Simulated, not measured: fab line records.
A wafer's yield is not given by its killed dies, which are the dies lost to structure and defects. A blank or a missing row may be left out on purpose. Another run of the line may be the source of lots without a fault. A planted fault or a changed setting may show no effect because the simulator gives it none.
fab line records | flow nand_harc | part 1 of 2: steps 1 to 24 of 33
record: lots: 5 | wafers: 15 | last_day: 24
route steps=1159 shown A_STAIRCASE@694
lots with no fault: from the same line, run without faults
start_h: hours from the record's first day to the start of the lot's first wafer shown | wait_h: how many hours have passed since the lot's step before this one | " same as the row above | L1.1+2: a single row standing in for several wafers | - no value present, or no start provided | * or withheld: withheld | < > ~ a bound
route shown NAME@n: a module of which the file shows steps, and the number in the route of the first | usual: mean/standard deviation of fault-free wafers | same: alike in all rows | chamber/n: place in a boat | sites: the reading at each site | _std_site: their standard deviation | _edge_site: the outer-site mean with the inner-site mean subtracted | radius_mm: for every site, how far away it sits from the centre of the wafer | mask NAME#n: copy n | behind: the most recent tool/chamber to have shaped the wafer | hold: the reason the lot was held/the length of the hold in hours/how it ended | device: the n, p or np transistor that did not switch | end of line: at the end of the route, the tests of the same wafers | where a step has no rows: the recipe by itself | killed: dies lost to structure and defects at the first sort, not the wafer's yield | map: a wafer's dies, x killed, . not, _ none there
set.NAME: the setting that was run; set.NAME@STEP: the one run at that earlier step | model.NAME: the simulator's own value behind a step, which no gauge read
lots at selected steps of the route; one table per step, one row per wafer
services: when a tool's chamber went out of use (start_h, in hours from the record's first day, below 0 if earlier), for how many hours, and the reason
== steps ==
step: NHARC_A_STAIRCASE_STRIP_317
recipe: time_s: 900 | temp_c: 130 | chemistry: SPM
lot.wafer  | tool         | chamber | start_h | wait_h
L079.6+4+5 | wet_bench-09 | 4,6,0   | 297.97  | -
L089.6+2+3 | wet_bench-01 | 5,6,7   | 350.93  | -
L093.5+3+4 | wet_bench-03 | 6,7,3   | 373.76  | -
L095.4+5+1 | wet_bench-09 | 4,6,1   | 387.14  | -
L094.2+3+1 | wet_bench-03 | 6,0,2   | 387.50  | -
step: NHARC_A_STAIRCASE_PRECLEAN_318
recipe: time_s: * | temp_c: 50 | bath_age_min: 0 | chemistry: SC1
usual: diw_flow_mL_min: 1415/4
same: bath_age_min: 0
lot.wafer | tool         | chamber | start_h | wait_h | diw_flow_mL_min
L079.6    | wet_bench-09 | 4       | -       | -      | 1408
L079.4    | "            | 6       | "       | "      | 1415
L079.5    | "            | 0       | "       | "      | 1413
L089.6    | wet_bench-01 | 5       | -       | -      | 1419
L089.2    | "            | 6       | "       | "      | 1417
L089.3    | "            | 7       | "       | "      | 1416
L093.5    | wet_bench-03 | 6       | -       | -      | 1419
L093.3    | "            | 7       | "       | "      | 1414
L093.4    | "            | 3       | "       | "      | 1416
L095.4    | wet_bench-09 | 4       | -       | -      | 1409
L095.5    | "            | 6       | "       | "      | 1409
L095.1    | "            | 1       | "       | "      | 1410
L094.2    | wet_bench-03 | 6       | -       | -      | 1411
L094.3    | "            | 0       | "       | "      | 1411
L094.1    | "            | 2       | "       | "      | 1420
step: NHARC_A_STAIRCASE_SRD_329
lot.wafer  | tool         | chamber | start_h | wait_h
L079.6+4+5 | wet_bench-09 | 4,6,0   | -       | -
L089.6+2+3 | wet_bench-01 | 5,6,7   | -       | -
L093.5+3+4 | wet_bench-03 | 6,7,3   | -       | -
L095.4+5+1 | wet_bench-09 | 4,6,1   | -       | -
L094.2+3+1 | wet_bench-03 | 6,0,2   | -       | -
step: NHARC_A_STAIRCASE_ALD_415
recipe: target_thk_a: 300 | pulse_time_s: 6 | ald_cycles: 300 | temp_c: 300 | material: SiO2
usual: heater_power_w: 467/40 | precursor_pulse_height_rel: 1.001/0.023
lot.wafer | tool      | chamber | start_h | wait_h | heater_power_w | precursor_pulse_height_rel
L079.4    | ald_hk-03 | 3       | 300.66  | 2.2    | 467            | 0.987
L079.5    | "         | 1       | "       | "      | 422            | 1.074
L079.6    | "         | 2       | "       | "      | 442            | 0.993
L089.3    | ald_hk-02 | 3       | 351.67  | 0.3    | 444            | 1.000
L089.2    | "         | 0       | "       | "      | 481            | 1.000
L089.6    | "         | 2       | "       | "      | 491            | 0.978
L093.3    | ald_hk-03 | 3       | 376.55  | 2.3    | 457            | 1.003
L093.4    | "         | 1       | "       | "      | 412            | 1.016
L093.5    | "         | 3       | "       | "      | 444            | 0.977
L095.4    | ald_hk-03 | 0       | 387.89  | 0.3    | 497            | 1.011
L095.1    | "         | 1       | "       | "      | 420            | 1.005
L095.5    | "         | 3       | "       | "      | 437            | 0.997
L094.2    | ald_hk-03 | 2       | 389.32  | 1.4    | 410            | 1.009
L094.3    | "         | 3       | "       | "      | 448            | 1.018
L094.1    | "         | 0       | "       | "      | 506            | 1.002
step: NHARC_A_STAIRCASE_ETCHBACK_416
recipe: target_depth_a: 360 | time_s: 7.2 | c4f8_flow_sccm: withheld | o2_flow_sccm: 8 | ar_flow_sccm: withheld | rf_w: 600 | bias_w: 800 | chemistry: C4F8/O2/Ar
usual: oes_product_au: 0.93/0.032 | rf_fwd_power_W: 585.6/2 | rf_vpp_V: 722/4.9
lot.wafer | tool        | chamber | start_h | wait_h | oes_product_au | rf_fwd_power_W | rf_hours_counter_h | rf_vpp_V
L079.4    | rie_diel-04 | 0       | -       | -      | 1.00           | 584.0          | 2                  | 728
L079.6    | "           | 3       | "       | "      | 0.99           | 583.0          | -                  | 723
L079.5    | "           | 0       | "       | "      | 1.01           | 587.8          | -                  | 729
L089.2    | rie_diel-04 | 2       | -       | -      | 0.92           | 583.9          | 25                 | 723
L089.3    | "           | 3       | "       | "      | 0.90           | 584.5          | 23                 | 724
L089.6    | "           | 3       | "       | "      | 0.91           | 584.7          | -                  | 724
L093.4    | rie_diel-01 | 1       | -       | -      | 0.93           | 585.5          | 22                 | 730
L093.3    | "           | 2       | "       | "      | 0.93           | 585.2          | 19                 | 724
L093.5    | "           | 0       | "       | "      | 0.92           | 585.3          | -                  | 725
L095.4    | rie_diel-02 | 1       | -       | -      | 0.92           | 586.5          | 21                 | 720
L095.1    | "           | 3       | "       | "      | 0.93           | 588.7          | 14                 | 718
L095.5    | "           | 1       | "       | "      | 0.92           | 588.0          | -                  | 717
L094.1    | rie_diel-01 | 1       | -       | -      | 0.94           | 585.8          | 25                 | 730
L094.3    | "           | 2       | "       | "      | 0.93           | 588.1          | 22                 | 724
L094.2    | "           | 3       | "       | "      | 0.92           | 583.9          | 26                 | 719
step: NHARC_A_STAIRCASE_STRIP_476
recipe: time_s: 20 | o2_flow_sccm: 500 | ar_flow_sccm: 0 | bias_w: 0 | chemistry: O2
usual: drypump_motor_current_A: 5.6/0.46 | oes_product_au: 0.997/0.013 | rf_vpp_V: 57.7/0.87 | showerhead_plenum_p_Torr: 3.50/0.16 | throttle_valve_pct: 17.037/0.0092
lot.wafer | tool        | chamber | start_h | wait_h | drypump_motor_current_A | oes_product_au | rf_hours_counter_h | rf_vpp_V | showerhead_plenum_p_Torr | throttle_valve_pct
L079.4    | rie_diel-04 | 2       | 302.38  | 0.1    | 5.4                     | 1.012          | 2                  | 58.8     | 3.47                     | 17.044
L079.6    | "           | 0       | "       | "      | 5.0                     | 1.006          | -                  | 57.4     | 3.70                     | 17.031
L079.5    | "           | 1       | "       | "      | 6.0                     | 1.007          | -                  | 59.4     | 3.57                     | 17.037
L089.2    | rie_diel-04 | 2       | 353.59  | 0.1    | 5.4                     | 0.998          | 25                 | 58.6     | 3.45                     | 17.045
L089.3    | "           | 0       | "       | "      | 5.0                     | 0.992          | 25                 | 59.1     | 3.69                     | 17.026
L089.6    | "           | 2       | "       | "      | 5.4                     | 0.994          | -                  | 57.4     | 3.45                     | 17.024
L093.3    | rie_diel-01 | 0       | 379.74  | 0.2    | 5.8                     | 0.996          | 22                 | 58.3     | 3.60                     | 17.027
L093.4    | "           | 2       | "       | "      | 6.2                     | 1.021          | 19                 | 56.3     | 3.57                     | 17.026
L093.5    | "           | 3       | "       | "      | 5.0                     | 0.994          | -                  | 58.5     | 3.32                     | 17.033
L095.1    | rie_diel-02 | 0       | 390.09  | 0.3    | 6.3                     | 0.993          | 21                 | 57.6     | 3.28                     | 17.024
L095.4    | "           | 1       | "       | "      | 6.3                     | 0.996          | 21                 | 57.7     | 3.36                     | 17.044
L095.5    | "           | 0       | "       | "      | 6.2                     | 0.994          | -                  | 57.4     | 3.28                     | 17.061
L094.2    | rie_diel-01 | 3       | 391.27  | 0.1    | 5.0                     | 0.987          | 26                 | 56.5     | 3.32                     | 17.029
L094.1    | "           | 1       | "       | "      | 5.3                     | 0.992          | 25                 | 58.3     | 3.76                     | 17.043
L094.3    | "           | 2       | "       | "      | 6.2                     | 0.999          | 22                 | 58.2     | 3.57                     | 17.037
step: NHARC_A_STAIRCASE_DEP_417
recipe: target_thk_a: 600 | step_coverage_pct: 20 | temp_c: 400 | target_thk_nm: 60 | flow_sccm: 200 | rf_w: 450 | material: Si3N4
usual: heater_power_w: 822/110 | rf_fwd_power_W: 449.1/1.3
lot.wafer | tool     | chamber | start_h | wait_h | heater_power_w | rf_fwd_power_W
L079.6    | pecvd-01 | 1       | 302.82  | -      | 761            | 448.9
L079.4    | "        | 2       | "       | "      | 783            | 451.0
L079.5    | "        | 0       | "       | "      | 905            | 450.2
L089.3    | pecvd-01 | 0       | 353.68  | -      | 972            | 448.7
L089.2    | "        | 1       | "       | "      | 851            | 447.6
L089.6    | "        | 1       | "       | "      | 852            | 448.5
L093.3    | pecvd-01 | 2       | 379.88  | -      | 750            | 450.2
L093.5    | "        | 1       | "       | "      | 822            | 449.2
L093.4    | "        | 2       | "       | "      | 763            | 449.3
L095.1    | pecvd-01 | 0       | 390.28  | -      | 1022           | 448.7
L095.5    | "        | 1       | "       | "      | 764            | 446.7
L095.4    | "        | 2       | "       | "      | 823            | 450.0
L094.3    | pecvd-04 | 2       | 391.38  | -      | 576            | 449.5
L094.1    | "        | 0       | "       | "      | 626            | 449.2
L094.2    | "        | 1       | "       | "      | 676            | 448.6
step: NHARC_A_STAIRCASE_WET_418
recipe: temp_c: 160 | target_depth_a: 200 | chemistry: H3PO4
lot.wafer  | tool         | chamber | start_h | wait_h
L079.4+5+6 | wet_h3po4-02 | 0       | 304.50  | -
L089.2+3+6 | wet_h3po4-02 | 0       | 367.59  | -
L093.3+4+5 | wet_h3po4-02 | 1       | 380.99  | -
L094.1+2+3 | wet_h3po4-02 | 0       | 393.25  | -
L095.1+4+5 | wet_h3po4-02 | 1       | 393.25  | -
step: NHARC_A_STAIRCASE_PRECLEAN_419
recipe: time_s: * | temp_c: 50 | bath_age_min: 0 | chemistry: SC1
usual: diw_flow_mL_min: 1414/4.7
same: bath_age_min: 0
lot.wafer | tool         | chamber | start_h | wait_h | diw_flow_mL_min
L079.6    | wet_bench-01 | 7       | 305.08  | 0.0    | 1406
L079.4    | "            | 0       | "       | "      | 1409
L079.5    | "            | 1       | "       | "      | 1411
L089.3    | wet_bench-09 | 2       | 368.18  | 0.0    | 1410
L089.6    | "            | 3       | "       | "      | 1420
L089.2    | "            | 4       | "       | "      | 1413
L093.4    | wet_bench-03 | 3       | 381.56  | 0.0    | 1406
L093.3    | "            | 5       | "       | "      | 1408
L093.5    | "            | 6       | "       | "      | 1408
L094.1    | wet_bench-03 | 2       | 393.83  | 0.0    | 1417
L094.3    | "            | 4       | "       | "      | 1420
L094.2    | "            | 5       | "       | "      | 1411
L095.1    | wet_bench-09 | 6       | 393.83  | 0.0    | 1415
L095.4    | "            | 7       | "       | "      | 1414
L095.5    | "            | 0       | "       | "      | 1418
step: NHARC_A_STAIRCASE_SRD_421
lot.wafer  | tool         | chamber | start_h | wait_h
L079.6+4+5 | wet_bench-01 | 7,0,1   | -       | -
L089.3+6+2 | wet_bench-09 | 2,3,4   | -       | -
L093.4+3+5 | wet_bench-03 | 3,5,6   | -       | -
L095.1+4+5 | wet_bench-09 | 6,7,0   | -       | -
L094.1+3+2 | wet_bench-03 | 2,4,5   | -       | -
step: NHARC_A_STAIRCASE_ALD_420
recipe: target_thk_a: 200 | pulse_time_s: 6 | ald_cycles: 200 | temp_c: 300 | material: SiO2
usual: heater_power_w: 472/36 | precursor_pulse_height_rel: 1.000/0.019
lot.wafer | tool      | chamber | start_h | wait_h | heater_power_w | precursor_pulse_height_rel
L079.4    | ald_hk-02 | 3       | 306.18  | -      | 437            | 0.966
L079.6    | "         | 0       | "       | "      | 487            | 1.057
L079.5    | "         | 1       | "       | "      | 448            | 1.020
L089.3    | ald_hk-03 | 1       | 368.31  | -      | 424            | 0.974
L089.2    | "         | 3       | "       | "      | 452            | 0.989
L089.6    | "         | 1       | "       | "      | 420            | 1.003
L093.3    | ald_hk-02 | 0       | 381.85  | -      | 493            | 1.022
L093.4    | "         | 2       | "       | "      | 482            | 0.991
L093.5    | "         | 3       | "       | "      | 445            | 0.988
L094.2    | ald_hk-03 | 3       | 393.97  | -      | 443            | 1.035
L094.1    | "         | 0       | "       | "      | 481            | 0.977
L094.3    | "         | 1       | "       | "      | 418            | 1.016
L095.4    | ald_hk-01 | 0       | 394.13  | -      | 492            | 0.976
L095.1    | "         | 2       | "       | "      | 448            | 1.017
L095.5    | "         | 3       | "       | "      | 546            | 0.982
step: NHARC_A_STAIRCASE_CVD_552
recipe: target_thk_a: 400 | temp_c: 700 | pressure_mtorr: 300 | material: SiNx
usual: spike_tc_lower_C: 701.0/1.2 | zone_power_bottom_pct: 16.1/0.65
lot.wafer | tool     | chamber | start_h | wait_h | spike_tc_lower_C | zone_power_bottom_pct
L079.4    | lpcvd-02 | 0       | 309.91  | 3.4    | 701.5            | 16.4
L079.5    | "        | 0       | "       | "      | 702.9            | 16.2
L079.6    | "        | 0       | "       | "      | 701.3            | 16.3
L089.2    | lpcvd-02 | 0       | -       | -      | 701.4            | 16.2
L089.3    | "        | 0       | "       | "      | 701.7            | 16.1
L089.6    | "        | 0       | "       | "      | 701.0            | 16.2
L093.3    | lpcvd-01 | 1       | -       | -      | 700.8            | 14.3
L093.4    | "        | 1       | "       | "      | 701.4            | 14.0
L093.5    | "        | 1       | "       | "      | 701.3            | 14.1
L094.1    | lpcvd-02 | 0       | -       | -      | 700.9            | 15.9
L094.2    | "        | 0       | "       | "      | 702.8            | 16.0
L094.3    | "        | 0       | "       | "      | 700.6            | 16.3
L095.1    | lpcvd-02 | 0       | -       | -      | 700.9            | 15.9
L095.4    | "        | 0       | "       | "      | 702.8            | 16.1
L095.5    | "        | 0       | "       | "      | 702.4            | 16.1
step: NHARC_A_STAIRCASE_DEP_151
recipe: target_thk_a: 38000 | temp_c: 400 | target_thk_nm: 3800 | teos_flow_sccm: 200 | rf_w: 500 | material: SiO2
usual: heater_power_w: 715/120 | rf_fwd_power_W: 499.8/1.7
lot.wafer | tool     | chamber | start_h | wait_h | heater_power_w | rf_fwd_power_W
L079.4    | pecvd-01 | 1       | 313.76  | 0.7    | 672            | 500.4
L079.5    | "        | 2       | "       | "      | 720            | 499.5
L079.6    | "        | 0       | "       | "      | 821            | 500.4
L089.2    | pecvd-01 | 1       | 376.54  | 0.4    | 801            | 499.9
L089.3    | "        | 0       | "       | "      | 885            | 502.8
L089.6    | "        | 0       | "       | "      | 839            | 499.0
L093.3    | pecvd-04 | 0       | 390.09  | 0.5    | 638            | 498.7
L093.5    | "        | 2       | "       | "      | 508            | 502.3
L093.4    | "        | 0       | "       | "      | 531            | 496.0
L095.1    | pecvd-03 | 1       | 402.26  | 0.4    | 749            | 500.6
L095.4    | "        | 1       | "       | "      | 677            | 501.9
L095.5    | "        | 0       | "       | "      | 623            | 501.2
L094.1    | pecvd-04 | 2       | 402.28  | 0.4    | 585            | 499.4
L094.3    | "        | 0       | "       | "      | 538            | 501.7
L094.2    | "        | 1       | "       | "      | 755            | 500.0
step: NHARC_A_STAIRCASE_ANNEAL_320
recipe: temp_c: 750 | time_s: 1800
usual: spike_tc_lower_C: 749.1/1.1 | zone_power_bottom_pct: 21.2/1.1
lot.wafer | tool       | chamber | start_h | wait_h | spike_tc_lower_C | zone_power_bottom_pct
L079.4    | furnace-07 | 0       | 317.96  | -      | 752.5            | 19.9
L079.5    | "          | 0       | "       | "      | 749.8            | 20.3
L079.6    | "          | 0       | "       | "      | 751.4            | 20.4
L089.2    | furnace-01 | 0       | 380.23  | -      | 748.4            | 21.6
L089.3    | "          | 0       | "       | "      | 749.3            | 21.9
L089.6    | "          | 0       | "       | "      | 749.4            | 21.9
L093.3    | furnace-01 | 0       | 393.64  | -      | 748.9            | 21.8
L093.4    | "          | 0       | "       | "      | 748.7            | 21.7
L093.5    | "          | 0       | "       | "      | 749.0            | 21.8
L094.1    | furnace-01 | 0       | 405.94  | -      | 749.0            | 22.0
L094.2    | "          | 0       | "       | "      | 748.1            | 22.1
L094.3    | "          | 0       | "       | "      | 747.7            | 21.8
L095.1    | furnace-01 | 0       | 405.94  | -      | 750.1            | 21.8
L095.4    | "          | 0       | "       | "      | 750.2            | 22.0
L095.5    | "          | 0       | "       | "      | 749.8            | 21.5
step: NHARC_A_STAIRCASE_DEP_322
recipe: target_thk_a: 38000 | temp_c: 400 | target_thk_nm: 3800 | teos_flow_sccm: 200 | rf_w: 500 | material: SiO2
usual: heater_power_w: 684/110 | rf_fwd_power_W: 499.7/1.5
lot.wafer | tool     | chamber | start_h | wait_h | heater_power_w | rf_fwd_power_W
L079.5    | pecvd-03 | 1       | 321.65  | 0.3    | 665            | 498.4
L079.4    | "        | 2       | "       | "      | 560            | 500.6
L079.6    | "        | 0       | "       | "      | 618            | 500.8
L089.2    | pecvd-03 | 1       | 383.68  | 0.1    | 823            | 499.8
L089.3    | "        | 2       | "       | "      | 629            | 500.1
L089.6    | "        | 0       | "       | "      | 628            | 498.4
L093.3    | pecvd-04 | 1       | 397.10  | 0.2    | 781            | 498.3
L093.5    | "        | 0       | "       | "      | 535            | 500.9
L093.4    | "        | 1       | "       | "      | 628            | 500.1
L094.1    | pecvd-01 | 0       | 409.30  | 0.1    | 1004           | 499.5
L094.2    | "        | 2       | "       | "      | 885            | 502.2
L094.3    | "        | 2       | "       | "      | 740            | 498.1
L095.1    | pecvd-03 | 2       | 409.41  | 0.2    | 568            | 500.1
L095.4    | "        | 1       | "       | "      | 671            | 497.7
L095.5    | "        | 2       | "       | "      | 572            | 501.8
step: NHARC_A_STAIRCASE_ANNEAL_323
recipe: temp_c: 750 | time_s: 1800
usual: spike_tc_lower_C: 749.0/0.96 | zone_power_bottom_pct: 21.8/0.44
lot.wafer | tool       | chamber | start_h | wait_h | spike_tc_lower_C | zone_power_bottom_pct
L079.4    | furnace-07 | 0       | 325.86  | -      | 751.0            | 20.3
L079.5    | "          | 0       | "       | "      | 750.8            | 20.8
L079.6    | "          | 0       | "       | "      | 750.5            | 20.5
L089.2    | furnace-01 | 0       | 387.96  | -      | 749.8            | 21.7
L089.3    | "          | 0       | "       | "      | 749.0            | 22.0
L089.6    | "          | 0       | "       | "      | 748.8            | 22.1
L093.3    | furnace-01 | 0       | 400.69  | -      | 748.8            | 21.8
L093.4    | "          | 0       | "       | "      | 748.7            | 21.9
L093.5    | "          | 0       | "       | "      | 748.6            | 22.1
L094.1    | furnace-01 | 0       | 412.99  | 3.5    | 748.6            | 21.8
L094.2    | "          | 0       | "       | "      | 748.4            | 21.7
L094.3    | "          | 0       | "       | "      | 748.8            | 21.9
L095.1    | furnace-01 | 0       | 412.99  | -      | 748.4            | 21.8
L095.4    | "          | 0       | "       | "      | 749.5            | 22.1
L095.5    | "          | 0       | "       | "      | 749.2            | 21.9
step: NHARC_A_STAIRCASE_DEP_325
recipe: target_thk_a: 38000 | temp_c: 400 | target_thk_nm: 3800 | teos_flow_sccm: 200 | rf_w: 500 | material: SiO2
usual: heater_power_w: 681/110 | rf_fwd_power_W: 499.9/1.5
lot.wafer | tool     | chamber | start_h | wait_h | heater_power_w | rf_fwd_power_W
L079.5    | pecvd-03 | 1       | 330.03  | 0.9    | 658            | 500.5
L079.6    | "        | 2       | "       | "      | 571            | 499.7
L079.4    | "        | 0       | "       | "      | 596            | 498.2
L089.2    | pecvd-04 | 1       | 391.66  | 0.3    | 649            | 500.5
L089.3    | "        | 0       | "       | "      | 629            | 500.8
L089.6    | "        | 1       | "       | "      | 637            | 499.7
L093.3    | pecvd-01 | 2       | 404.31  | 0.4    | 751            | 498.6
L093.4    | "        | 0       | "       | "      | 820            | 501.0
L093.5    | "        | 2       | "       | "      | 753            | 501.7
L095.1    | pecvd-01 | 2       | 416.38  | 0.1    | 890            | 498.4
L095.4    | "        | 2       | "       | "      | 738            | 496.0
L095.5    | "        | 2       | "       | "      | 719            | 499.2
L094.3    | pecvd-04 | 1       | 416.48  | 0.2    | 689            | 498.5
L094.1    | "        | 2       | "       | "      | 586            | 502.6
L094.2    | "        | 0       | "       | "      | 665            | 503.0
step: NHARC_A_STAIRCASE_ANNEAL_326
recipe: temp_c: 750 | time_s: 1800
usual: spike_tc_lower_C: 749.3/1.3 | zone_power_bottom_pct: 21.0/1.1
lot.wafer | tool       | chamber | start_h | wait_h | spike_tc_lower_C | zone_power_bottom_pct
L079.4    | furnace-05 | 0       | 334.12  | -      | 749.7            | 19.2
L079.5    | "          | 0       | "       | "      | 746.7            | 19.2
L079.6    | "          | 0       | "       | "      | 748.3            | 19.4
L089.2    | furnace-07 | 0       | 396.09  | -      | 749.5            | 20.2
L089.3    | "          | 0       | "       | "      | 752.3            | 20.5
L089.6    | "          | 0       | "       | "      | 752.6            | 20.3
L093.3    | furnace-01 | 0       | 408.87  | 4.4    | 750.2            | 21.7
L093.4    | "          | 0       | "       | "      | 749.6            | 21.8
L093.5    | "          | 0       | "       | "      | 748.5            | 21.9
L094.1    | furnace-01 | 0       | 424.63  | -      | 750.3            | 21.9
L094.2    | "          | 0       | "       | "      | 750.7            | 21.7
L094.3    | "          | 0       | "       | "      | 748.4            | 22.1
L095.1    | furnace-01 | 0       | 424.63  | 8.1    | 749.3            | 22.1
L095.4    | "          | 0       | "       | "      | 748.6            | 21.3
L095.5    | "          | 0       | "       | "      | 746.8            | 21.7
step: NHARC_A_STAIRCASE_DEHYDRATE_433
recipe: temp_c: 150 | time_s: 120
usual: exhaust_pa: 45.0/0.78 | resist_line_temp_C: 22.97/0.1
lot.wafer | tool           | chamber | start_h | wait_h | exhaust_pa | resist_line_temp_C
L079.4    | litho_track-05 | 0       | 337.54  | 0.1    | 45.7       | 23.09
L079.5    | "              | 0       | "       | "      | 46.8       | 22.99
L079.6    | "              | 0       | "       | "      | 44.8       | 22.90
L089.2    | litho_track-05 | 0       | 399.50  | 0.1    | 45.3       | 22.93
L089.3    | "              | 0       | "       | "      | 44.5       | 23.00
L089.6    | "              | 0       | "       | "      | 44.5       | 22.90
L093.3    | litho_track-02 | 0       | 412.22  | 0.1    | 45.9       | 23.11
L093.4    | "              | 0       | "       | "      | 45.8       | 22.88
L093.5    | "              | 0       | "       | "      | 44.3       | 23.05
L094.1    | litho_track-02 | 0       | 428.00  | 0.1    | 45.9       | 22.89
L094.2    | "              | 0       | "       | "      | 46.0       | 22.95
L094.3    | "              | 0       | "       | "      | 46.0       | 22.93
L095.1    | litho_track-03 | 0       | 428.00  | 0.1    | 45.8       | 22.92
L095.4    | "              | 0       | "       | "      | 45.2       | 22.93
L095.5    | "              | 0       | "       | "      | 44.9       | 22.94
step: NHARC_A_STAIRCASE_HMDS_434
recipe: time_s: 30
usual: exhaust_pa: 44.9/0.84 | resist_line_temp_C: 23.02/0.1
lot.wafer | tool           | chamber | start_h | wait_h | exhaust_pa | resist_line_temp_C
L079.4    | litho_track-05 | 0       | -       | -      | 45.7       | 23.08
L079.5    | "              | 0       | "       | "      | 45.3       | 22.95
L079.6    | "              | 0       | "       | "      | 44.3       | 22.91
L089.2    | litho_track-05 | 0       | -       | -      | 45.1       | 22.97
L089.3    | "              | 0       | "       | "      | 45.3       | 23.05
L089.6    | "              | 0       | "       | "      | 45.2       | 22.91
L093.3    | litho_track-02 | 0       | -       | -      | 45.4       | 22.94
L093.4    | "              | 0       | "       | "      | 44.1       | 22.87
L093.5    | "              | 0       | "       | "      | 43.6       | 22.60
L094.1    | litho_track-02 | 0       | -       | -      | 42.0       | 22.91
L094.2    | "              | 0       | "       | "      | 43.9       | 22.92
L094.3    | "              | 0       | "       | "      | 44.7       | 22.87
L095.1    | litho_track-03 | 0       | -       | -      | 45.1       | 22.89
L095.4    | "              | 0       | "       | "      | 43.7       | 23.06
L095.5    | "              | 0       | "       | "      | 43.9       | 22.98
step: NHARC_A_STAIRCASE_COAT_435
recipe: spin_rpm: 1200
usual: exhaust_pa: 45.1/0.92 | resist_line_temp_C: 23.02/0.11
lot.wafer | tool           | chamber | start_h | wait_h | exhaust_pa | resist_line_temp_C
L079.4    | litho_track-05 | 0       | -       | -      | 46.6       | 22.86
L079.5    | "              | 0       | "       | "      | 45.0       | 23.01
L079.6    | "              | 0       | "       | "      | 45.5       | 23.00
L089.2    | litho_track-05 | 0       | -       | -      | 44.7       | 23.10
L089.3    | "              | 0       | "       | "      | 44.3       | 23.20
L089.6    | "              | 0       | "       | "      | 44.3       | 23.09
L093.3    | litho_track-02 | 0       | -       | -      | 45.2       | 22.93
L093.4    | "              | 0       | "       | "      | 44.5       | 22.94
L093.5    | "              | 0       | "       | "      | 45.7       | 23.05
L094.1    | litho_track-02 | 0       | -       | -      | 44.0       | 22.89
L094.2    | "              | 0       | "       | "      | 45.8       | 22.88
L094.3    | "              | 0       | "       | "      | 42.9       | 23.09
L095.1    | litho_track-03 | 0       | -       | -      | 45.3       | 22.96
L095.4    | "              | 0       | "       | "      | 44.8       | 23.15
L095.5    | "              | 0       | "       | "      | 46.2       | 23.05
step: NHARC_A_STAIRCASE_SOFTBAKE_436
recipe: temp_c: 135 | time_s: 170
usual: exhaust_pa: 45.2/0.96 | resist_line_temp_C: 22.99/0.11
lot.wafer | tool           | chamber | start_h | wait_h | exhaust_pa | resist_line_temp_C
L079.4    | litho_track-05 | 0       | -       | -      | 45.3       | 23.14
L079.5    | "              | 0       | "       | "      | 45.1       | 22.98
L079.6    | "              | 0       | "       | "      | 45.7       | 23.09
L089.2    | litho_track-05 | 0       | -       | -      | 47.2       | 22.91
L089.3    | "              | 0       | "       | "      | 46.2       | 22.87
L089.6    | "              | 0       | "       | "      | 45.0       | 22.73
L093.3    | litho_track-02 | 0       | -       | -      | 44.6       | 22.99
L093.4    | "              | 0       | "       | "      | 46.8       | 23.04
L093.5    | "              | 0       | "       | "      | 45.2       | 22.88
L094.1    | litho_track-02 | 0       | -       | -      | 45.3       | 22.91
L094.2    | "              | 0       | "       | "      | 44.8       | 22.99
L094.3    | "              | 0       | "       | "      | 45.8       | 22.83
L095.1    | litho_track-03 | 0       | -       | -      | 43.8       | 23.12
L095.4    | "              | 0       | "       | "      | 44.1       | 22.97
L095.5    | "              | 0       | "       | "      | 44.1       | 23.06
step: NHARC_A_STAIRCASE_EBR_437
usual: exhaust_pa: 45.1/0.86 | resist_line_temp_C: 22.98/0.13
lot.wafer | tool           | chamber | start_h | wait_h | exhaust_pa | resist_line_temp_C
L079.4    | litho_track-05 | 0       | -       | -      | 46.1       | 23.04
L079.5    | "              | 0       | "       | "      | 46.2       | 23.02
L079.6    | "              | 0       | "       | "      | 45.5       | 23.05
L089.2    | litho_track-05 | 0       | -       | -      | 46.1       | 22.92
L089.3    | "              | 0       | "       | "      | 46.8       | 22.97
L089.6    | "              | 0       | "       | "      | 46.6       | 22.84
L093.3    | litho_track-02 | 0       | -       | -      | 46.0       | 22.93
L093.4    | "              | 0       | "       | "      | 44.8       | 22.96
L093.5    | "              | 0       | "       | "      | 45.8       | 23.01
L094.1    | litho_track-02 | 0       | -       | -      | 45.9       | 22.94
L094.2    | "              | 0       | "       | "      | 45.8       | 23.06
L094.3    | "              | 0       | "       | "      | 45.1       | 22.89
L095.1    | litho_track-03 | 0       | -       | -      | 45.2       | 22.88
L095.4    | "              | 0       | "       | "      | 45.0       | 22.95
L095.5    | "              | 0       | "       | "      | 44.4       | 22.98
step: NHARC_A_STAIRCASE_EXPOSE_438
recipe: na: 0.5 | dose_mj: 28.97 | mask_id: STAIR_REV
usual: stage_vel_mm_s: 500.01/0.24
lot.wafer | tool           | chamber | start_h | wait_h | mask        | stage_vel_mm_s
L079.4    | krf_scanner-02 | 0       | 337.89  | -      | STAIR_REV#0 | 500.18
L079.5    | "              | 0       | "       | "      | STAIR_REV#0 | 500.25
L079.6    | "              | 0       | "       | "      | STAIR_REV#0 | 500.47
L089.2    | krf_scanner-01 | 0       | 399.88  | -      | STAIR_REV#0 | 500.04
L089.3    | "              | 0       | "       | "      | STAIR_REV#0 | 500.13
L089.6    | "              | 0       | "       | "      | STAIR_REV#0 | 499.87
L093.3    | krf_scanner-01 | 0       | 412.57  | -      | STAIR_REV#0 | 500.05
L093.4    | "              | 0       | "       | "      | STAIR_REV#0 | 499.90
L093.5    | "              | 0       | "       | "      | STAIR_REV#0 | 500.13
L094.1    | krf_scanner-02 | 0       | 428.34  | -      | STAIR_REV#0 | 499.45
L094.2    | "              | 0       | "       | "      | STAIR_REV#0 | 500.21
L094.3    | "              | 0       | "       | "      | STAIR_REV#0 | 500.00
L095.1    | krf_scanner-03 | 0       | 428.50  | -      | STAIR_REV#0 | 499.99
L095.4    | "              | 0       | "       | "      | STAIR_REV#0 | 499.93
L095.5    | "              | 0       | "       | "      | STAIR_REV#0 | 499.72
